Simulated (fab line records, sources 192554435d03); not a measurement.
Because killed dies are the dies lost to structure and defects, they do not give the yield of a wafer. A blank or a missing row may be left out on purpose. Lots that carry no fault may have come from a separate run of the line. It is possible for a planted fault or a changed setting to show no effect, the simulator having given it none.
fab line records | flow n5-finfet | part 2 of 2: steps 17 to 28 of 28
[record] lots = 5 | wafers = 15 | last-day = 18
route steps=1938 shown BEOL_M6@1228
lots that met no fault: taken from a fault-free run of the same line
start-h: the number of hours between the record's first day and the start of the first shown wafer of the lot | wait-h: hours elapsed since this lot's preceding step | " same as the row above | L1.1+2: several wafers, shown together as one row | - no value, or no start was given | * or withheld: withheld | < > ~ a bound
route shown NAME@n: names a module that has steps shown in the file, with the first one's number in the route | usual: mean and standard deviation over wafers with no fault | same: alike in all rows | chamber/n: place in a boat | sites: per-site readings | _std_site: the standard deviation of these | _edge_site: inner sites' mean taken away from outer sites' mean | radius-mm: for every site, how far away it sits from the centre of the wafer | mask NAME#n: copy n | behind: the last tool/chamber to shape the wafer | hold: why the lot went on hold/how many hours it stayed there/how the hold came to an end | device: whichever transistor did not switch (one of n, p or np) | end of line: tests of these same wafers at the route's end | a step without rows: its recipe alone | killed: at the first sort, the dies lost to defects and structure; wafer yield is something else | map: shows each die of a wafer: x if killed, . if not, _ if none is there
set.NAME: the setting that was run; set.NAME@STEP: the one run at that earlier step | model.NAME: the simulator's own value behind a step, which no gauge read
lots at some steps of the route; a table a step, a row a wafer
services: the hour from which a tool's chamber was out of use, counted from the record's first day as start-h (under 0 if before that day), plus the number of hours and why
[[steps]]
[step N5_BEOL_M6_SRD_40]
[recipe] time-s = 30 | temp-c = 23 | rinse-liquid = diw | dry = ipa-marangoni
[same] time-s = 30
lot.wafer  | tool         | chamber | start-h | wait-h
L076.2+3+5 | wet-bench-02 | 5,3,6   | 202.87  | 0.0
L075.1+3+5 | wet-bench-06 | 1,0,5   | 210.88  | 0.0
L079.1+4+6 | wet-bench-06 | 7,4,2   | 243.79  | 0.0
L095.1+3+4 | wet-bench-02 | 0,4,5   | 338.98  | 0.0
L096.3+4+6 | wet-bench-04 | 6,7,4   | 342.03  | 0.0
[step N5_BEOL_M6_PRECLEAN_42]
[recipe] chemistry = residue-remover | time-s = 60 | temp-c = 40
[same] time-s = 60
lot.wafer  | tool         | chamber | start-h | wait-h
L076.2+3+5 | wet-bench-02 | 5,3,6   | 202.89  | 0.0
L075.1+3+5 | wet-bench-06 | 1,0,5   | 210.90  | 0.0
L079.1+4+6 | wet-bench-06 | 7,4,2   | 243.81  | 0.0
L095.1+3+4 | wet-bench-02 | 0,4,5   | 339.00  | 0.0
L096.3+4+6 | wet-bench-04 | 6,7,4   | 342.05  | 0.0
[step N5_BEOL_M6_SRD_43]
[recipe] time-s = 30 | temp-c = 23 | rinse-liquid = diw | dry = ipa-marangoni
[same] time-s = 30
lot.wafer  | tool         | chamber | start-h | wait-h
L076.2+3+5 | wet-bench-02 | 5,3,6   | 202.90  | 0.0
L075.1+3+5 | wet-bench-06 | 1,0,5   | 210.92  | 0.0
L079.1+4+6 | wet-bench-06 | 7,4,2   | 243.83  | 0.0
L095.1+3+4 | wet-bench-02 | 0,4,5   | 339.02  | 0.0
L096.3+4+6 | wet-bench-04 | 6,7,4   | 342.06  | 0.0
[step N5_BEOL_M6_CD_MEAS_35]
[recipe] target-cd-nm = 40 | target-cd-y-nm = 28 | polarity = opening
[usual] cd-nm = 40.3/0.61
lot.wafer | tool      | chamber | start-h | wait-h | cd-nm
L076.2    | cd-sem-03 | -       | 202.94  | 0.0    | 39.6
L076.3    | "         | -       | "       | "      | 40.9
L076.5    | "         | -       | "       | "      | 39.7
L075.1    | cd-sem-02 | -       | 210.96  | 0.0    | 40.1
L075.3    | "         | -       | "       | "      | 39.5
L075.5    | "         | -       | "       | "      | 39.2
L079.1    | cd-sem-03 | -       | 243.87  | 0.0    | 38.7
L079.4    | "         | -       | "       | "      | 39.7
L079.6    | "         | -       | "       | "      | 39.1
L095.1    | cd-sem-02 | -       | 339.06  | 0.0    | 39.3
L095.3    | "         | -       | "       | "      | 40.0
L095.4    | "         | -       | "       | "      | 39.7
L096.3    | cd-sem-03 | -       | 342.11  | 0.0    | 40.8
L096.4    | "         | -       | "       | "      | 40.0
L096.6    | "         | -       | "       | "      | 40.2
[step N5_BEOL_M6_CURE_75]
[recipe] temp-c = 370 | time-s = 120 | ambient = DMADMS/He | material = SiCOH_lowk
[usual] lamp-power-pct = 52.32/0.051 | wafer_temp_C_max = 371.5/0.42
[same] time-s = 120
lot.wafer | tool       | chamber | start-h | wait-h | lamp-power-pct | wafer_temp_C_max
L076.2    | uv-cure-03 | 1       | 203.03  | 0.1    | 52.25          | 371.5
L076.3    | "          | 1       | "       | "      | 52.29          | 371.3
L076.5    | "          | 1       | "       | "      | 52.41          | 371.4
L075.1    | uv-cure-03 | 1       | 212.64  | 1.7    | 52.28          | 371.3
L075.3    | "          | 1       | "       | "      | 52.35          | 371.6
L075.5    | "          | 1       | "       | "      | 52.31          | 371.7
L079.1    | uv-cure-03 | 0       | 243.91  | 0.0    | 52.34          | 372.7
L079.4    | "          | 0       | "       | "      | 52.36          | 372.1
L079.6    | "          | 0       | "       | "      | 52.37          | 372.3
L095.1    | uv-cure-02 | 1       | 339.10  | 0.0    | 52.31          | 370.9
L095.3    | "          | 1       | "       | "      | 52.23          | 370.6
L095.4    | "          | 1       | "       | "      | 52.24          | 371.5
L096.3    | uv-cure-02 | 2       | 342.25  | 0.1    | 52.36          | 371.4
L096.4    | "          | 2       | "       | "      | 52.27          | 371.5
L096.6    | "          | 2       | "       | "      | 52.35          | 371.0
[step N5_BEOL_M6_DEGAS_44]
[recipe] ambient = vacuum | temp-c = 250 | time-s = 60
[usual] heater-power-w = 327/32
[same] time-s = 60
lot.wafer | tool           | chamber | start-h | wait-h | heater-power-w
L076.2    | pvd-sputter-03 | -       | 203.30  | 0.2    | 295
L076.3    | "              | -       | "       | "      | 288
L076.5    | "              | -       | "       | "      | 301
L075.1    | pvd-sputter-02 | -       | 212.96  | 0.3    | 387
L075.3    | "              | -       | "       | "      | 295
L075.5    | "              | -       | "       | "      | 292
L079.1    | pvd-sputter-03 | -       | 244.43  | 0.5    | 310
L079.4    | "              | -       | "       | "      | 301
L079.6    | "              | -       | "       | "      | 320
L095.1    | pvd-sputter-03 | -       | 339.67  | 0.5    | 287
L095.3    | "              | -       | "       | "      | 318
L095.4    | "              | -       | "       | "      | 310
L096.3    | pvd-sputter-02 | -       | 342.83  | 0.5    | 308
L096.4    | "              | -       | "       | "      | 292
L096.6    | "              | -       | "       | "      | 291
[step N5_BEOL_M6_PRE_CLEAN_45]
[recipe] gas = H2/He | time-s = 30 | temp-c = 250
[usual] heater-power-w = 327/32
[same] time-s = 30
lot.wafer | tool           | chamber | start-h | wait-h | heater-power-w
L076.2    | pvd-sputter-03 | -       | 203.34  | 0.0    | 291
L076.3    | "              | -       | "       | "      | 292
L076.5    | "              | -       | "       | "      | 288
L075.1    | pvd-sputter-02 | -       | 213.00  | 0.0    | 387
L075.3    | "              | -       | "       | "      | 289
L075.5    | "              | -       | "       | "      | 294
L079.1    | pvd-sputter-03 | -       | 244.47  | 0.0    | 321
L079.4    | "              | -       | "       | "      | 301
L079.6    | "              | -       | "       | "      | 316
L095.1    | pvd-sputter-03 | -       | 339.71  | 0.0    | 294
L095.3    | "              | -       | "       | "      | 313
L095.4    | "              | -       | "       | "      | 322
L096.3    | pvd-sputter-02 | -       | 342.87  | 0.0    | 304
L096.4    | "              | -       | "       | "      | 295
L096.6    | "              | -       | "       | "      | 291
[step N5_BEOL_M6_ALD_77]
[recipe] material = TaN | target-thk-a = 20 | temp-c = 275 | ald-precursor-family = PDMAT | ald-co-reactant = NH3 | pressure-torr = 3 | carrier-flow-sccm = 1500 | pulse-time-s = 2 | purge-time-s = 3 | co-reactant-purge-time-s = 2 | co-reactant-pulse-time-s = 3 | ald-cycles = 40 | precursor-vessel-temp-c = 75 | precursor-vessel-pressure-torr = 26.25 | precursor-vessel-carrier-sccm = 1000
[usual] heater-power-w = 419/48
lot.wafer | tool         | chamber | start-h | wait-h | heater-power-w
L076.2    | ald-metal-01 | 3       | 203.42  | 0.1    | 425
L076.3    | "            | 2       | "       | "      | 441
L076.5    | "            | 1       | "       | "      | 358
L075.1    | ald-metal-01 | 3       | 213.29  | 0.3    | 418
L075.3    | "            | 0       | "       | "      | 352
L075.5    | "            | 1       | "       | "      | 366
L079.1    | ald-metal-04 | 3       | 244.55  | 0.1    | 405
L079.4    | "            | 1       | "       | "      | 447
L079.6    | "            | 1       | "       | "      | 448
L095.1    | ald-metal-04 | 2       | 339.77  | 0.0    | 530
L095.3    | "            | 1       | "       | "      | 442
L095.4    | "            | 3       | "       | "      | 398
L096.3    | ald-metal-01 | 0       | 343.16  | 0.3    | 356
L096.4    | "            | 2       | "       | "      | 450
L096.6    | "            | 3       | "       | "      | 432
[step N5_BEOL_M6_SURFACE_TREAT_79]
[recipe] gas = Ar | time-s = * | ion-energy-ev = * | ion-current-ma-cm2 = 0.5 | pressure-mtorr = * | ar-flow-sccm = 30
[usual] throttle-valve-pct = *
[same] time-s = *
lot.wafer | tool           | chamber | start-h | wait-h | throttle-valve-pct
L076.2    | pvd-sputter-02 | -       | 205.18  | 1.6    | *
L076.3    | "              | -       | "       | "      | *
L076.5    | "              | -       | "       | "      | *
L075.1    | pvd-sputter-02 | -       | 214.92  | 1.5    | *
L075.3    | "              | -       | "       | "      | *
L075.5    | "              | -       | "       | "      | *
L079.1    | pvd-sputter-02 | -       | 244.85  | 0.2    | *
L079.4    | "              | -       | "       | "      | *
L079.6    | "              | -       | "       | "      | *
L095.1    | pvd-sputter-03 | -       | 340.17  | 0.3    | *
L095.3    | "              | -       | "       | "      | *
L095.4    | "              | -       | "       | "      | *
L096.3    | pvd-sputter-01 | -       | 343.45  | 0.2    | *
L096.4    | "              | -       | "       | "      | *
L096.6    | "              | -       | "       | "      | *
[step N5_BEOL_M6_CVD_78]
[recipe] material = Co | target-thk-a = 20 | temp-c = withheld | precursor = CCTBA/H2 | pressure-torr = 30 | time-s = 142.3
[same] time-s = 142.3
lot.wafer  | tool      | chamber | start-h | wait-h
L076.2+3+5 | cvd-co-01 | 0,2,1   | 205.24  | 0.0
L075.1+3+5 | cvd-co-02 | 2,0,0   | 215.08  | 0.1
L079.1+4+6 | cvd-co-01 | 1,2,1   | 244.94  | 0.1
L095.1+3+4 | cvd-co-01 | 2,0,2   | 340.25  | 0.1
L096.3+4+6 | cvd-co-01 | 0,2,0   | 343.79  | 0.3
[step N5_BEOL_M6_SPUTTER_48]
[recipe] material = Cu | target-thk-a = 100 | temp-c = -20 | bias-v = 60 | power-w = 26000 | chamber-pressure-pa = 0.13 | time-s = 1.667
[usual] throttle-valve-pct = 29.7/1.2
[same] time-s = 1.667
lot.wafer | tool           | chamber | start-h | wait-h | throttle-valve-pct
L076.2    | pvd-sputter-03 | -       | 205.36  | 0.1    | 29.3
L076.3    | "              | -       | "       | "      | 31.1
L076.5    | "              | -       | "       | "      | 28.9
L075.1    | pvd-sputter-02 | -       | 215.26  | 0.1    | 31.6
L075.3    | "              | -       | "       | "      | 29.3
L075.5    | "              | -       | "       | "      | 29.5
L079.1    | pvd-sputter-01 | -       | 245.09  | 0.1    | 26.9
L079.4    | "              | -       | "       | "      | 30.1
L079.6    | "              | -       | "       | "      | 30.3
L095.1    | pvd-sputter-03 | -       | 340.47  | 0.2    | 28.9
L095.3    | "              | -       | "       | "      | 31.0
L095.4    | "              | -       | "       | "      | 28.2
L096.3    | pvd-sputter-03 | -       | 343.95  | 0.1    | 28.2
L096.4    | "              | -       | "       | "      | 28.9
L096.6    | "              | -       | "       | "      | 31.0
[step N5_BEOL_M6_ECD_50]
[recipe] material = Cu | target-thk-a = 3000
lot.wafer  | tool      | chamber | start-h | wait-h
L076.2+3+5 | ecd-cu-02 | 0,0,1   | 205.48  | 0.1
L075.1+3+5 | ecd-cu-02 | 0,0,1   | 215.38  | 0.1
L079.1+4+6 | ecd-cu-01 | 1,1,0   | 245.21  | 0.1
L095.1+3+4 | ecd-cu-02 | 0,1,0   | 340.59  | 0.1
L096.3+4+6 | ecd-cu-02 | 1,0,0   | 344.09  | 0.1
[[services]]
tool         | chamber | start-h | hours | kind
uv-cure-02   | -       | 178.61  | 42.8  | repair
ald-metal-04 | -       | 185.82  | 0.5   | repair
cvd-co-02    | -       | 210.13  | 0.5   | repair
uv-cure-03   | -       | 219.56  | 0.6   | repair
uv-cure-02   | -       | 228.80  | 7.5   | pm
rie-diel-06  | 2       | 229.79  | 1.7   | repair
ald-metal-01 | -       | 234.61  | 8.7   | pm
ecd-cu-01    | -       | 253.14  | 1.4   | repair
uv-cure-03   | -       | 257.37  | 1.0   | pm
uv-cure-02   | -       | 277.83  | 1.0   | pm
cvd-co-01    | 1       | 294.59  | 7.7   | repair
ald-metal-01 | 3       | 300.94  | 12.0  | repair
uv-cure-03   | -       | 302.85  | 2.1   | pm
ald-metal-01 | 0       | 303.44  | 30.8  | repair
uv-cure-03   | -       | 305.90  | 7.5   | pm
rie-diel-06  | 0       | 324.90  | 17.4  | repair
rie-diel-06  | 3       | 332.84  | 3.2   | repair
cvd-co-01    | 1       | 333.33  | -     | clean
cvd-co-01    | 1       | 333.33  | 22.0  | scheduled-down
uv-cure-03   | -       | 334.19  | 3.4   | pm
rie-diel-06  | 0       | 342.34  | -     | clean
rie-diel-06  | 0       | 342.34  | -     | consumable-replace:focus-ring
rie-diel-06  | 0       | 342.34  | 26.0  | scheduled-down
rie-diel-06  | 0       | 342.34  | 26.0  | vent-cycle
